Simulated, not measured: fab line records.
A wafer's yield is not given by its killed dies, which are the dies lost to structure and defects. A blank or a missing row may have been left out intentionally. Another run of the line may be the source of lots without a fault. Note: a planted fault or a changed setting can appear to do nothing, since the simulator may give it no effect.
Split-lot experiment    flow n5 finfet    route with 1938 steps; 7 lots, 21 wafers read

## ON THE SPLIT
At N5_BEOL_M2_DEP_57 (deposits SiCN from 3MS/NH3, target thk 8 nm, time 14 s), the setting time s was moved away from the recipe's 14 s on 10 of the 21 wafers read, by -12.6% to +13.0%. All remaining wafers had this setting at the recipe value.

The reading comes from the split's own step.

## THE READING
SiCN_of_BEOL_M2_DEP_57.thk nm (the simulator's own value, which no gauge read), in nm, at N5_BEOL_M2_DEP_57 (deposits SiCN from 3MS/NH3, target thk 8 nm, time 14 s). The file does not state a usual value for it. Average 8.0 nm, standard deviation 0.14 nm, over the 11 wafers here run with the recipe.

wafer   tool, chamber at the split  time s as run, s  against the recipe  SiCN_of_BEOL_M2_DEP_57.thk nm, nm  against lot-mates on the recipe
L075.1  pecvd-01, 0,2,1             12.42             -11.3%              7                                  no lot-mate on the recipe
L075.3  pecvd-01, 0,2,1             12.42             -11.3%              7                                  no lot-mate on the recipe
L075.6  pecvd-01, 0,2,1             12.42             -11.3%              7                                  no lot-mate on the recipe
L078.2  pecvd-03, 1                 15.09             +7.8%               8.6                                +0.7
L078.3  pecvd-03, 2                 14                recipe              8                                  -
L078.6  pecvd-03, 0                 14                recipe              7.8                                -
L080.3  pecvd-03, 0                 15.82             +13.0%              8.8                                +1.0
L080.5  pecvd-03, 0                 14                recipe              7.8                                -
L080.6  pecvd-03, 2                 15.82             +13.0%              9                                  +1.2
L081.4  pecvd-01, 0                 14                recipe              8.2                                -
L081.5  pecvd-01, 1                 15.65             +11.8%              9                                  +1.0
L081.6  pecvd-01, 2                 14                recipe              7.8                                -
L082.2  pecvd-03, 1                 12.23             -12.6%              6.8                                -1.2
L082.3  pecvd-03, 0                 12.23             -12.6%              6.6                                -1.4
L082.6  pecvd-03, 0                 14                recipe              8                                  -
L084.1  pecvd-03, 0                 14                recipe              7.8                                -
L084.3  pecvd-03, 1,2               14                recipe              8                                  -
L084.4  pecvd-03, 1,2               14                recipe              8                                  -
L091.2  pecvd-03, 1                 14                recipe              8                                  -
L091.5  pecvd-03, 1                 14.87             +6.2%               8.8                                +0.7
L091.6  pecvd-03, 2                 14                recipe              8.2                                -
When a row names more than one chamber, that row covers several wafers, and the file does not tell which wafer ran in which chamber.

FIT RESULTS
A straight line over all 21 wafers: SiCN_of_BEOL_M2_DEP_57.thk nm changes by +0.087 nm for each +1% of time s; r = +0.98; the points scatter about the line by 0.16 nm.
The same after taking each lot's own level away (the mean of its wafers on the recipe; 18 wafers): +0.0935 nm for each +1%; r = +0.98; scatter 0.13 nm.
Per that fit: largest time s move, reading shift of 1.2 nm.
Measured against the standard deviation above, the lots' own levels, which go from 7.80 to 8.10 nm, span 2.1 times it.
The two slopes are in agreement: the lot-to-lot level therefore moves the slope only a little.
Check: +1.24 nm against its lot-mates is what the line predicts for one of the wafers moved furthest among these (+13.0%) when that wafer is left out of the fit. It came out at +1 nm against them.

## THE FILE'S OWN FIT
SiCN_of_BEOL_M2_DEP_57.thk nm changes by +0.0923 nm for each +1% of time s, r = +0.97.
